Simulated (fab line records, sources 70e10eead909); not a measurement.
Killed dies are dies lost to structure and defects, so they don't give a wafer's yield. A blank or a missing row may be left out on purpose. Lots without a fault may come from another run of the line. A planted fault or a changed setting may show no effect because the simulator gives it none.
fab line records | flow nand_harc
record lots=11 wafers=33 last_day=33
route steps=1302 shown A_CONTACT@1002 END@1302
lots that met no fault: from a run of the same line without faults
start_h: hours from the record's first day to the start of the lot's first wafer shown | wait_h: hours since the lot's step before | " the same as in the row above | L1.1+2: a row that stands for several wafers | - no value, or no start given | * or withheld: withheld | < > ~ a bound
route shown NAME@n: a module of which the file shows steps, and the number in the route of the first | usual: mean/standard deviation of fault-free wafers | same: alike in all rows | chamber/n: place in a boat | sites: the reading at each site | _std_site: their standard deviation | _edge_site: outer sites' mean less inner sites' | radius_mm: how far each site lies from the wafer's centre | mask NAME#n: copy n | behind: the tool/chamber that last shaped the wafer | hold: why the lot was held/for how many hours/how that ended | device: the transistor (n, p or np) that didn't switch | end of line: the same wafers' tests at the end of the route | a step without rows: its recipe alone | killed: dies lost to structure and defects at the first sort, not the wafer's yield | map: a wafer's dies, x killed, . not, _ none there
set.NAME: the setting as run; set.NAME@STEP: as run at that earlier step | model.NAME: the simulator's own value behind a step, which no gauge read
steps of the route over a sample of lots; a table a step, a row a wafer
services: from which hour (start_h, from the record's first day; less than 0 if before it) a tool's chamber was out of use, for how many hours, and why
## steps
# step NHARC_A_CONTACT_ETCH_49
# recipe target_depth_a=2600 over_etch_frac=0.3 time_s=475.3 ion_energy_ev=200 n2_flow_sccm=150 h2_flow_sccm=150 ar_flow_sccm=0 rf_w=400 bias_w=150 chemistry=N2/H2
# usual drypump_motor_current_A=5.7/0.46 n2_flow_sccm=150.1/0.46 oes_product_au=0.998/0.011 rf_vpp_V=431.2/2.2 run_length_s=496.7/0.53 showerhead_plenum_p_Torr=2.06/0.075 throttle_valve_pct=14.171/0.0094
# same over_etch_frac=0.3
# columns lot.wafer tool chamber start_h wait_h drypump_motor_current_A n2_flow_sccm oes_product_au rf_hours_counter_h rf_vpp_V run_length_s showerhead_plenum_p_Torr throttle_valve_pct
L837.2 rie_diel-13 2 - - 4.9 150.5 0.979 23 428.4 496.5 1.99 14.174
L837.1 " 3 " " 5.3 150.5 0.998 24 432.5 496.1 2.14 14.171
L837.5 " 1 " " 6.1 149.5 0.991 - 429.8 497.3 2.03 14.176
L838.4 rie_diel-13 0 - - 6.1 150.8 1.009 29 431.1 497.2 2.06 14.172
L838.2 " 2 " " 4.9 150.8 0.983 28 429.0 496.4 1.98 14.171
L838.5 " 1 " " 6.1 149.8 0.978 - 430.0 497.3 2.03 14.165
L841.1 rie_diel-08 1 - - 5.9 150.3 1.004 50 435.4 496.3 2.18 14.176
L841.2 " 3 " " 5.8 150.5 1.009 55 435.4 496.7 2.18 14.158
L841.5 " 1 " " 5.9 149.7 1.005 - 434.0 496.3 2.18 14.158
L843.3 rie_diel-13 1 - - 6.2 149.0 0.991 5 429.8 497.5 2.03 14.181
L843.5 " 2 " " 4.9 150.7 0.987 - 427.8 497.3 1.98 14.169
L843.6 " 3 " " 5.3 150.0 0.981 - 433.1 496.1 2.14 14.160
L852.1 rie_diel-13 1 - - 6.1 150.2 0.999 15 429.6 497.9 2.03 14.167
L852.3 " 2 " " 4.9 148.7 0.998 20 429.1 496.4 1.98 14.194
L852.6 " 2 " " 4.9 150.3 1.003 - 429.8 496.6 1.98 14.169
L851.4 rie_diel-13 0 - - 6.1 150.4 1.005 16 430.5 497.2 2.06 14.167
L851.1 " 2 " " 4.8 150.4 0.992 20 427.7 496.8 1.98 14.150
L851.5 " 1 " " 6.1 150.0 0.982 - 429.8 497.8 2.03 14.175
L853.4 rie_diel-13 0 - - 6.2 150.5 1.004 18 431.4 497.0 2.06 14.170
L853.3 " 1 " " 6.1 149.8 0.987 17 431.3 497.5 2.02 14.175
L853.5 " 3 " " 5.3 150.3 0.981 - 432.5 496.1 2.14 14.155
L857.2 rie_diel-08 0 - - 6.3 149.6 1.014 43 429.7 497.1 2.03 14.159
L857.1 " 1 " " 5.9 150.1 0.994 44 434.4 496.4 2.16 14.169
L857.5 " 1 " " 5.9 150.2 0.995 - 434.8 496.4 2.16 14.169
L858.3 rie_diel-13 2 - - 4.9 149.8 1.010 30 428.6 497.0 1.97 14.159
L858.2 " 3 " " 5.3 150.4 1.005 27 432.6 496.0 2.13 14.180
L858.5 " 1 " " 6.1 150.1 1.004 - 430.0 497.5 2.02 14.185
L859.3 rie_diel-13 3 - - 5.3 150.3 1.016 1 434.0 496.2 2.13 14.160
L859.6 " 0 " " 6.1 149.9 1.017 - 432.2 496.6 2.05 14.173
L859.5 " 1 " " 6.1 149.9 0.989 - 429.8 498.1 2.02 14.169
L860.4 rie_diel-08 0 - - 6.2 149.9 0.996 56 430.7 497.1 2.03 14.181
L860.3 " 3 " " 5.8 149.9 1.002 52 434.0 496.3 2.16 14.184
L860.6 " 1 " " 5.9 149.8 0.993 - 434.0 496.6 2.16 14.162
# step NHARC_A_CONTACT_ETCH_51
# recipe target_depth_a=70000 over_etch_frac=0.3 time_s=1820 ion_energy_ev=150 o2_flow_sccm=400 cos_flow_sccm=20 ar_flow_sccm=0 rf_w=500 bias_w=300 chemistry=O2/COS
# usual drypump_motor_current_A=5.7/0.48 oes_product_au=0.998/0.011 rf_vpp_V=314.6/1.8 run_length_s=1841.4/0.55 showerhead_plenum_p_Torr=3.15/0.11 throttle_valve_pct=28.330/0.0086
# same over_etch_frac=0.3
# columns lot.wafer tool chamber start_h wait_h drypump_motor_current_A oes_product_au rf_hours_counter_h rf_vpp_V run_length_s showerhead_plenum_p_Torr throttle_valve_pct
L837.1 rie_diel-13 3 487.20 - 5.3 0.996 24 315.9 1841.1 3.27 28.329
L837.2 " 0 " " 6.1 1.017 25 314.4 1841.4 3.16 28.334
L837.5 " 2 " " 4.9 0.968 - 312.5 1841.6 3.05 28.325
L838.2 rie_diel-13 1 512.61 - 6.1 0.979 30 314.1 1842.3 3.11 28.335
L838.4 " 2 " " 4.9 0.982 29 314.1 1841.8 3.04 28.333
L838.5 " 1 " " 6.1 0.981 - 313.4 1842.1 3.11 28.333
L841.1 rie_diel-08 1 527.31 - 5.9 0.989 51 316.1 1841.4 3.32 28.320
L841.2 " 2 " " 5.7 0.995 51 315.5 1840.8 3.12 28.334
L841.5 " 0 " " 6.2 1.003 - 314.2 1842.0 3.14 28.335
L843.3 rie_diel-13 3 547.67 - 5.3 0.978 5 316.2 1840.7 3.26 28.333
L843.6 " 2 " " 4.9 0.988 - 312.5 1841.6 3.04 28.333
L843.5 " 3 " " 5.3 0.988 - 314.4 1840.8 3.26 28.327
L852.3 rie_diel-13 3 635.17 - 5.3 0.989 17 314.3 1841.2 3.26 28.318
L852.1 " 2 " " 4.9 1.002 20 313.4 1841.7 3.03 28.318
L852.6 " 0 " " 6.1 0.999 - 314.7 1244.1 3.14 28.332
L851.4 rie_diel-13 2 636.21 - 4.9 0.989 21 313.3 1841.7 3.03 28.338
L851.1 " 0 " " 6.1 0.995 17 314.8 1243.9 3.15 28.328
L851.5 " 2 " " 4.9 1.004 - 314.1 1841.2 3.03 28.315
L853.4 rie_diel-13 2 645.10 - 4.9 1.006 23 313.5 1841.3 3.03 28.310
L853.3 " 0 " " 6.1 1.008 18 313.6 1244.3 3.14 28.334
L853.5 " 2 " " 4.9 1.015 - 313.0 1841.2 3.03 28.310
L857.2 rie_diel-08 1 686.34 - 5.9 1.001 44 318.1 1841.5 3.29 28.334
L857.1 " 0 " " 6.2 0.999 44 314.4 1841.5 3.12 28.324
L857.5 " 3 " " 5.8 1.013 - 316.9 1841.5 3.30 28.335
L858.3 rie_diel-04 0 696.15 - 6.2 0.997 44 317.3 1841.3 3.32 28.336
L858.2 " 3 " " 6.2 1.001 45 316.0 1841.8 3.10 28.336
L858.5 " 1 " " 5.9 1.025 - 312.9 1840.7 3.04 28.327
L860.4 rie_diel-08 2 721.45 - 5.6 0.999 51 315.7 1841.0 3.09 28.332
L860.3 " 0 " " 6.2 1.009 57 314.8 1841.9 3.11 28.340
L860.6 " 2 " " 5.7 0.988 - 312.9 1840.9 3.09 28.328
L859.3 rie_diel-13 1 721.67 - 6.1 0.996 1 313.0 1842.5 3.10 28.331
L859.6 " 2 " " 4.9 1.005 - 312.0 1841.4 3.03 28.324
L859.5 " 3 " " 5.3 0.992 - 317.4 1841.0 3.25 28.330
# step NHARC_A_CONTACT_ETCH_118
# recipe source_w=withheld pressure_mtorr=20 bias_v=3000 time_s=190 target_depth_a=18500 ar_flow_sccm=withheld c4f8_flow_sccm=withheld o2_flow_sccm=withheld chemistry=C4F8/O2/Ar
# usual run_length_s=190/0
# columns lot.wafer tool chamber start_h wait_h rf_hours_counter_h run_length_s
L837.2 har_cap_etch-01 1 489.50 0.1 126 190
L837.1 " 0 " " 126 190
L837.5 " 0 " " - 190
L838.2 har_cap_etch-03 1 515.02 0.1 47 190
L838.4 " 0 " " - 190
L838.5 " 0 " " - 190
L841.2 har_cap_etch-01 0 529.50 0.1 3 190
L841.1 " 1 " " 3 190
L841.5 " 0 " " - 190
L843.3 har_cap_etch-03 0 550.06 0.1 - 190
L843.6 " 1 " " - 190
L843.5 " 0 " " - 190
L852.1 har_cap_etch-03 1 638.03 0.2 67 190
L852.3 " 1 " " - 190
L852.6 " 1 " " - 190
L851.1 har_cap_etch-02 1 638.53 0.1 109 190
L851.4 " 0 " " - 190
L851.5 " 1 " " - 190
L853.3 har_cap_etch-03 0 648.02 0.2 - 190
L853.4 " 1 " " - 190
L853.5 " 0 " " - 190
L857.1 har_cap_etch-03 0 689.03 0.1 76 190
L857.2 " 1 " " 76 190
L857.5 " 1 " " - 190
L858.2 har_cap_etch-01 1 698.59 0.1 35 190
L858.3 " 0 " " - 190
L858.5 " 0 " " - 190
L859.3 har_cap_etch-03 0 723.77 0.1 - 190
L859.5 " 0 " " - 190
L859.6 " 1 " " - 190
L860.3 har_cap_etch-02 1 724.38 0.2 - 190
L860.4 " 0 " " - 190
L860.6 " 1 " " - 190
# step NHARC_A_CONTACT_ETCH_122
# recipe source_w=withheld pressure_mtorr=20 bias_v=3000 time_s=190 target_depth_a=18500 ar_flow_sccm=withheld c4f8_flow_sccm=withheld o2_flow_sccm=withheld chemistry=C4F8/O2/Ar
# usual run_length_s=190/0
# columns lot.wafer tool chamber start_h wait_h rf_hours_counter_h run_length_s
L837.2 har_cap_etch-01 1 490.18 0.1 127 190
L837.1 " 0 " " 127 190
L837.5 " 0 " " - 190
L838.2 har_cap_etch-03 1 515.71 0.1 47 190
L838.4 " 0 " " - 190
L838.5 " 0 " " - 190
L841.2 har_cap_etch-01 0 530.18 0.1 3 190
L841.1 " 1 " " 3 190
L841.5 " 0 " " - 190
L843.3 har_cap_etch-03 0 550.74 0.1 - 190
L843.6 " 1 " " - 190
L843.5 " 0 " " - 190
L852.1 har_cap_etch-03 1 638.95 0.2 67 190
L852.3 " 1 " " - 190
L852.6 " 1 " " - 190
L851.1 har_cap_etch-02 1 639.22 0.1 110 190
L851.4 " 0 " " - 190
L851.5 " 1 " " - 190
L853.3 har_cap_etch-03 0 648.93 0.2 - 190
L853.4 " 1 " " - 190
L853.5 " 0 " " - 190
L857.1 har_cap_etch-03 0 689.71 0.1 77 190
L857.2 " 1 " " 77 190
L857.5 " 1 " " - 190
L858.2 har_cap_etch-01 1 699.27 0.1 35 190
L858.3 " 0 " " - 190
L858.5 " 0 " " - 190
L859.3 har_cap_etch-03 0 724.45 0.1 - 190
L859.5 " 0 " " - 190
L859.6 " 1 " " - 190
L860.3 har_cap_etch-02 1 725.29 0.2 - 190
L860.4 " 0 " " - 190
L860.6 " 1 " " - 190
# step NHARC_END_SORT_01
# recipe temp_c=25
# usual killed_at_array=57/19 killed_at_other=0.9/1.1 killed_at_periphery=4.0/2.6 killed_dies=62/19 killed_open=3.3/1.8 killed_short=2.4/1.7
# same gross_dies=677
# columns lot.wafer tool chamber start_h wait_h hold killed_at_array killed_at_other killed_at_periphery killed_dies killed_open killed_short
L841.1 prober-01 0 599.12 2.4 - 64 0 6 70 5 1
L841.2 prober-01 0 599.92 2.8 - 58 2 5 65 1 7
L841.5 prober-01 0 602.30 3.7 - 46 0 5 51 3 4
L852.1 prober-02 0 710.92 2.5 await_dispo/3.5h/release 83 1 2 86 2 4
L852.3 prober-02 0 712.50 3.1 await_dispo/3.5h/release 79 1 1 81 2 1
L852.6 prober-02 0 714.86 3.9 await_dispo/3.5h/release 673 0 4 677 7 2
L851.1 prober-01 0 714.46 2.5 await_dispo/6.0h/release 669 3 5 677 5 0
L851.4 prober-01 0 716.86 3.4 await_dispo/6.0h/release 20 2 2 24 5 2
L851.5 prober-01 0 717.66 3.7 await_dispo/6.0h/release 22 5 1 28 1 1
L853.3 prober-01 0 723.80 3.1 await_dispo/2.1h/release 671 1 5 677 2 2
L853.4 prober-01 0 724.59 3.4 await_dispo/2.1h/release 44 2 6 52 5 3
L853.5 prober-01 0 725.39 3.7 await_dispo/2.1h/release 47 4 5 56 5 2
L859.3 prober-01 0 798.21 3.1 - 69 0 10 79 2 3
L859.5 prober-01 0 799.82 3.7 - 69 0 7 76 5 1
L859.6 prober-01 0 800.62 4.0 - 50 0 3 53 4 1
# killed by level:class
L841.1 A_CHANNEL_HOLE_D1:chamber_film_flake=31 A_CHANNEL_HOLE_D2:chamber_film_flake=18 A_CHANNEL_FILL_D1:chamber_film_flake=7 P_STI:chamber_film_flake=3 A_CONTACT:chamber_film_flake=2 P_M0:geometric_particle:open=1 P_M1:geometric_particle:open=1 A_ONON_D1:geometric_particle:open=1
L841.2 A_CHANNEL_HOLE_D1:chamber_film_flake=31 A_CHANNEL_HOLE_D2:chamber_film_flake=9 A_CONTACT:chamber_film_flake=7 A_ONON_D2:geometric_particle:short=3 A_CHANNEL_FILL_D1:chamber_film_flake=3 A_BLC:geometric_particle:short=2 P_CONTACT:chamber_film_flake=2 THIN_TSV:chamber_film_flake=2
L841.5 A_CHANNEL_HOLE_D1:chamber_film_flake=20 A_CHANNEL_HOLE_D2:chamber_film_flake=10 A_CONTACT:chamber_film_flake=4 A_CHANNEL_FILL_D1:chamber_film_flake=3 P_STI:chamber_film_flake=2 P_M0:geometric_particle:short=1 A_SOURCE_PLATE:geometric_particle:open=1 A_ONON_D2:geometric_particle:open=1
L852.1 A_CHANNEL_HOLE_D1:chamber_film_flake=29 A_SLIT:chamber_film_flake=27 A_CHANNEL_HOLE_D2:chamber_film_flake=14 A_M1:chamber_film_flake=4 A_CONTACT:chamber_film_flake=3 P_CONTACT:geometric_particle:short=1 P_CONTACT:geometric_particle:open=1 A_CHANNEL_FILL_D1:geometric_particle:open=1
L852.3 A_SLIT:chamber_film_flake=36 A_CHANNEL_HOLE_D1:chamber_film_flake=25 A_CHANNEL_HOLE_D2:chamber_film_flake=8 A_STAIRCASE:chamber_film_flake=3 A_CONTACT:chamber_film_flake=2 A_M1:chamber_film_flake=2 P_M0:geometric_particle:open=1 A_DECK1_JOINT:geometric_particle:short=1
L851.1 A_CONTACT:area_etch=653 A_CHANNEL_HOLE_D1:chamber_film_flake=5 A_CONTACT:chamber_film_flake=3 P_ZERO_WELL:chamber_film_flake=2 A_SLIT:chamber_film_flake=2 THIN_TSV:chamber_film_flake=2 P_M0:geometric_particle:open=1 A_DECK1_JOINT:geometric_particle:open=1
L852.6 A_CONTACT:area_etch=597 A_CHANNEL_HOLE_D1:chamber_film_flake=31 A_SLIT:chamber_film_flake=20 A_CHANNEL_HOLE_D2:chamber_film_flake=12 A_ONON_D2:geometric_particle:open=3 A_STAIRCASE:chamber_film_flake=2 A_CONTACT:chamber_film_flake=2 P_GATE:geometric_particle:short=1
L851.4 A_CHANNEL_HOLE_D1:chamber_film_flake=9 A_CHANNEL_FILL_D2:geometric_particle:open=2 A_SLIT:chamber_film_flake=2 A_M1:chamber_film_flake=2 THIN_TSV:chamber_film_flake=2 P_CONTACT:geometric_particle:open=1 A_ONON_D1:geometric_particle:short=1 A_CHANNEL_HOLE_D1:geometric_particle:open=1
L851.5 A_CHANNEL_HOLE_D1:chamber_film_flake=8 THIN_TSV:chamber_film_flake=5 A_SLIT:chamber_film_flake=4 A_CONTACT:chamber_film_flake=4 A_WL_FILL:chamber_film_flake=2 A_CHANNEL_HOLE_D1:geometric_particle:open=1 A_ONON_D2:geometric_particle:short=1 P_GATE:chamber_film_flake=1
L853.3 A_CONTACT:area_etch=620 A_CHANNEL_HOLE_D1:chamber_film_flake=38 P_CONTACT:chamber_film_flake=4 A_SLIT:chamber_film_flake=4 A_DECK1_JOINT:chamber_film_flake=2 A_WL_FILL:chamber_film_flake=2 P_M1:geometric_particle:open=1 A_SOURCE_PLATE:geometric_particle:open=1
L853.4 A_CHANNEL_HOLE_D1:chamber_film_flake=24 P_M2:chamber_film_flake=5 A_CONTACT:chamber_film_flake=5 A_CHANNEL_FILL_D2:geometric_particle:open=2 A_WL_FILL:geometric_particle:open=2 A_CHANNEL_FILL_D1:chamber_film_flake=2 A_STAIRCASE:chamber_film_flake=2 A_SGD_CUT:chamber_film_flake=2
L853.5 A_CHANNEL_HOLE_D1:chamber_film_flake=29 A_SLIT:chamber_film_flake=6 THIN_TSV:chamber_film_flake=4 A_CONTACT:chamber_film_flake=3 P_CONTACT:chamber_film_flake=2 P_GATE:geometric_particle:open=1 A_SOURCE_PLATE:geometric_particle:open=1 A_CHANNEL_FILL_D1:geometric_particle:open=1
L859.3 A_CHANNEL_HOLE_D2:chamber_film_flake=30 A_CHANNEL_HOLE_D1:chamber_film_flake=13 A_SLIT:chamber_film_flake=10 A_CONTACT:chamber_film_flake=9 P_M0:chamber_film_flake=3 P_GATE:chamber_film_flake=2 P_CONTACT:chamber_film_flake=2 A_STAIRCASE:chamber_film_flake=2
L859.5 A_CHANNEL_HOLE_D2:chamber_film_flake=29 A_CONTACT:chamber_film_flake=15 A_CHANNEL_HOLE_D1:chamber_film_flake=12 A_SLIT:chamber_film_flake=8 P_M0:geometric_particle:open=2 P_M0:chamber_film_flake=2 P_M0:geometric_particle:short=1 A_ONON_D1:geometric_particle:open=1
L859.6 A_CHANNEL_HOLE_D2:chamber_film_flake=16 A_CHANNEL_HOLE_D1:chamber_film_flake=13 A_CONTACT:chamber_film_flake=8 A_SLIT:chamber_film_flake=6 A_BONDPAD:chamber_film_flake=2 P_M1:geometric_particle:open=1 A_ONON_D1:geometric_particle:open=1 A_CHANNEL_FILL_D1:geometric_particle:open=1
## services
# columns tool chamber start_h hours kind
rie_diel-13 0 473.50 - clean
rie_diel-13 1 473.50 - clean
rie_diel-13 2 473.50 - clean
rie_diel-13 3 473.50 - clean
har_cap_etch-01 - 494.23 0.3 repair
har_cap_etch-01 - 497.00 17.0 pm
rie_diel-13 0 497.47 1.3 repair
rie_diel-08 3 509.73 6.1 repair
rie_diel-13 - 519.00 9.0 pm
rie_diel-13 0 533.95 6.5 repair
rie_diel-04 - 534.44 9.0 pm
rie_diel-08 - 545.00 9.0 pm
rie_diel-13 1 565.20 13.9 repair
rie_diel-04 1 581.89 3.3 repair
rie_diel-08 3 607.24 8.4 repair
rie_diel-04 - 615.40 0.6 repair
har_cap_etch-01 - 626.72 0.7 repair
rie_diel-04 0 642.90 5.8 repair
rie_diel-08 2 676.71 10.0 repair
rie_diel-13 - 696.00 9.0 pm
rie_diel-08 0 697.54 2.6 repair
rie_diel-04 - 713.26 9.0 pm
har_cap_etch-01 - 714.15 20.4 repair
rie_diel-08 - 722.23 9.0 pm
## key
first_sign step=NHARC_A_CONTACT_ETCH_51 reading=run_length_s direction=down sigmas=99+ usual=* struck=*
effect step=NHARC_END_SORT_01 reading=killed_dies direction=up sigmas=33 usual=62 struck=677
more_kills_born_at NHARC_A_CONTACT_ETCH_51@rie_diel-13=1870
met_at NHARC_A_CONTACT_ETCH_51
struck_lots L851,L852,L853
struck_wafers L851.1,L852.6,L853.3
later_rows_left_out L851.1,L852.6,L853.3
tester_left_out L851,L852,L853
not_acting_at NHARC_A_CONTACT_ETCH_49,NHARC_A_CONTACT_ETCH_118,NHARC_A_CONTACT_ETCH_122
onset_between 487.20 635.17
fault kind=process_parameter_drift tool=rie_diel-13 chamber=0 onset_h=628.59 steps=NHARC_A_CONTACT_ETCH_51 channel=time_s offset=* shape=step end_h=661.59 acts_in=* stated=*
# tester_left_out: of these lots the tester's yield and bins aren't shown, on N5 and GAA mostly nor the transistor test; their killed dies are dies lost to structure and defects alone, not to doping, threshold or leakage, so they don't give the yield
# later_rows_left_out: the simulator's readings of these wafers behind a module that went badly wrong aren't trusted and aren't shown, but for the sort
